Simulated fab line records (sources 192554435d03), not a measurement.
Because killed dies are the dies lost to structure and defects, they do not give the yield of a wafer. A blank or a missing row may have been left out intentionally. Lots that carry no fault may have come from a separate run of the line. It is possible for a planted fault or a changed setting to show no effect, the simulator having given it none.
Split-lot trial    flow n5Finfet    21 wafers read across 7 lots, on a route 1938 steps long

== THE SPLIT ==
At N5_ZERO_LAYER_EXPOSE_08 (exposes mask ZERO, defocus 0 nm, target cd 2000 nm), the setting doseMj was moved away from the recipe's 16.2 on 10 of the 21 wafers read, by -2.2% to +4.9%. This setting was run at the recipe's value on the other wafers.

== FROM THE SPLIT TO THE READING: what the file shows between them, 2 steps ==
- N5_ZERO_LAYER_DEVELOP_10: develop time 60 s (also split here: developTimeS)
- N5_ZERO_LAYER_HARDBAKE_23: time 120 s

== THE READING ==
cdNm, in nm, at N5_ZERO_LAYER_CD_MEAS_11 (target cd 2000 nm). Typical for fault-free wafers on this fab line: 1999.0 nm, with standard deviation 2.3 nm.

wafer   tool, chamber at the split  doseMj as run  against the recipe  cdNm, nm  against lot-mates on the recipe
L074.2  krfScanner-01, 0            16.2           recipe              2001.3    -
L074.3  krfScanner-01, 0            17             +4.9%               2010.8    +9.5
L074.4  krfScanner-01, 0            17             +4.9%               2011.5    +10.2
L080.2  krfScanner-01, 0            16.56          +2.2%               2001.7    +5.2
L080.3  krfScanner-01, 0            16.2           recipe              1996.5    -
L080.6  krfScanner-01, 0            16.56          +2.2%               2004.8    +8.3
L082.4  krfScanner-02, 0            16.2           recipe              2001.8    -
L082.5  krfScanner-02, 0            15.85          -2.2%               1996.7    -5.1
L082.6  krfScanner-02, 0            15.85          -2.2%               1996.9    -4.9
L086.1  krfScanner-01, 0            16.2           recipe              2002.1    -
L086.4  krfScanner-01, 0            16.2           recipe              2000.9    -
L086.5  krfScanner-01, 0            16.2           recipe              2000.8    -
L089.1  krfScanner-02, 0            16.2           recipe              2004.6    -
L089.4  krfScanner-02, 0            16.2           recipe              1999.6    -
L089.6  krfScanner-02, 0            16.2           recipe              2001.0    -
L091.1  krfScanner-02, 0            16.2           recipe              2000.2    -
L091.4  krfScanner-02, 0            16.2           recipe              1997.5    -
L091.6  krfScanner-02, 0            16.51          +1.9%               2002.5    +3.7
L093.3  krfScanner-01, 0            16.82          +3.8%               2007.3    no lot-mate on the recipe
L093.4  krfScanner-01, 0            16.82          +3.8%               2004.7    no lot-mate on the recipe
L093.6  krfScanner-01, 0            16.82          +3.8%               2005.4    no lot-mate on the recipe

FIT RESULTS
A straight line over all 21 wafers: cdNm changes by +1.74 nm for each +1% of doseMj; r = +0.89; the points scatter about the line by 2 nm.
The same after taking each lot's own level away (the mean of its wafers on the recipe; 18 wafers): +2.17 nm for each +1%; r = +0.95; scatter 1.4 nm.
The reading moves by 11 nm for the largest change in doseMj, on that fit.
Measured against the standard deviation above, the lots' own levels, which go from 1996.50 to 2001.80 nm, span 2.3 times it.
So the slope is not independent of the lot-to-lot level: the two fits are not the same.
Check: +11.4 nm against its lot-mates is what the line predicts for one of the wafers moved furthest among these (+4.9%) when that wafer is left out of the fit. It came out at +9.5 nm against them.

== OTHER SPLITS ON THESE WAFERS ==
Note: prior to the reading, these wafers also went through further splits. Each is held against what the fit with the lots' levels taken away leaves over:
other split on the same wafers         wafers away from the commonest value  r with cdNm (lot level and that fit taken away)
N5_ZERO_LAYER_DEVELOP_10 developTimeS  10                                    +0.34

== THE WHOLE CHAIN: every reading that the file lists as answering this split, in the file's order ==
step                      what it does              reading                                                           change (the file's fit)               r (the file's)
N5_ZERO_LAYER_CD_MEAS_11  target cd 2000 nm         cdNm                                                              +2.16 nm for each +1% of the setting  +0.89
N5_ZERO_LAYER_DESCUM_16   chemistry O2, time 7.9 s  ZERO_LAYER.cdNm (the simulator's own value, which no gauge read)  +2.07 nm for each +1% of the setting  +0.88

== THE FILE'S OWN FIT ==
cdNm changes by +2.16 nm for each +1% of doseMj, r = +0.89.
